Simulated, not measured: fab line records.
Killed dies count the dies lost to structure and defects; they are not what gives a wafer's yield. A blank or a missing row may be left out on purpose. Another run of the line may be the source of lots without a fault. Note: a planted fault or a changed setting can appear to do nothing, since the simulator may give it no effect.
Matching of chambers | flow nandHarc | NHARC_A_BONDPAD_ETCH_34 on rieDiel-04: 4 sister chambers
The step etches the open film in N2/H2, target depth 60 nm, overetch 18 nm, time 65.91 s. 22 wafers are shown with their chamber, then 11 later ones without.

== EACH WAFER AND ITS CHAMBER ==
wafer  | chamber | drypumpMotorCurrentA (A) | rfVppV (V) | oesProductAu (a.u.)
L938.4 | 1       | 5.6                      | 429.5      | 1.002
L938.5 | 2       | 5.5                      | 426.6      | 1.014
L938.6 | 3       | 5.9                      | 429.4      | 0.998
L935.1 | 3       | 6.0                      | 430.0      | 1.006
L935.2 | 1       | 5.6                      | 432.0      | 1.003
L935.4 | 2       | 5.4                      | 426.2      | 1.008
L936.1 | 1       | 5.6                      | 430.2      | 0.999
L936.4 | 2       | 5.4                      | 427.1      | 1.002
L936.6 | 0       | 6.3                      | 428.4      | 0.991
L937.1 | 3       | 6.0                      | 429.4      | 1.002
L937.4 | 2       | 5.4                      | 426.6      | 1.004
L937.6 | 2       | 5.5                      | 428.2      | 1.002
L944.3 | 2       | 5.4                      | 427.2      | 1.026
L944.4 | 0       | 6.3                      | 427.4      | 0.999
L944.5 | 1       | 5.6                      | 431.8      | 0.990
L943.1 | 1       | 5.6                      | 430.4      | 1.003
L943.5 | 0       | 6.3                      | 427.1      | 0.991
L943.6 | 1       | 5.6                      | 430.9      | 0.997
L947.2 | 1       | 5.6                      | 431.4      | 0.986
L947.5 | 3       | 6.0                      | 428.2      | 1.004
L947.6 | 2       | 5.5                      | 426.0      | 1.005
L954.3 | 3       | 6.0                      | 429.1      | 0.997

SIGNATURES (averages over the wafers above)
reading              | chamber 0 | chamber 1 | chamber 2 | chamber 3 | scatter within a chamber
drypumpMotorCurrentA | 6.300     | 5.600     | 5.443     | 5.980     | 0.0374
rfVppV               | 427.633   | 430.886   | 426.843   | 429.220   | 0.778
oesProductAu         | 0.99367   | 0.99714   | 1.00871   | 1.00140   | 0.00677
Rule: for a wafer and a chamber, the distance is found by dividing, reading by reading, the gap between the wafer's reading and the chamber's mean by the reading's scatter, squaring, summing and taking the root. If the next closest chamber is less than 2 further off than the closest, the wafer can't be placed; otherwise it belongs to the closest. The scatter: the root of (the sum of the squares of (reading less its chamber's mean) over the shown wafers, divided by (wafers less chambers)).

== WAFERS WITH NO CHAMBER GIVEN ==
wafer  | drypumpMotorCurrentA (A) | rfVppV (V) | oesProductAu (a.u.)
L954.5 | 6.3                      | 427.8      | 1.005
L954.6 | 5.6                      | 428.7      | 0.995
L955.2 | 5.5                      | 426.9      | 1.007
L955.3 | 6.0                      | 430.4      | 1.014
L955.4 | 5.6                      | 429.2      | 1.000
L957.3 | 5.6                      | 430.1      | 0.994
L957.4 | 5.4                      | 426.4      | 1.002
L957.5 | 6.0                      | 429.5      | 1.001
L956.3 | 5.6                      | 430.7      | 0.979
L956.4 | 5.5                      | 427.8      | 1.016
L956.6 | 5.6                      | 429.2      | 0.999

== EACH ONE'S CHAMBER ==
wafer  | from the rows above | in truth
L954.5 | 0                   | 0
L954.6 | 1                   | 1
L955.2 | 2                   | 2
L955.3 | 3                   | 3
L955.4 | 1                   | 1
L957.3 | 1                   | 1
L957.4 | 2                   | 2
L957.5 | 3                   | 3
L956.3 | 1                   | 1
L956.4 | 2                   | 2
L956.6 | 1                   | 1
Correct placement for 11 of the 11. Left unplaced by these rows: 0. Wrongly placed: 0.
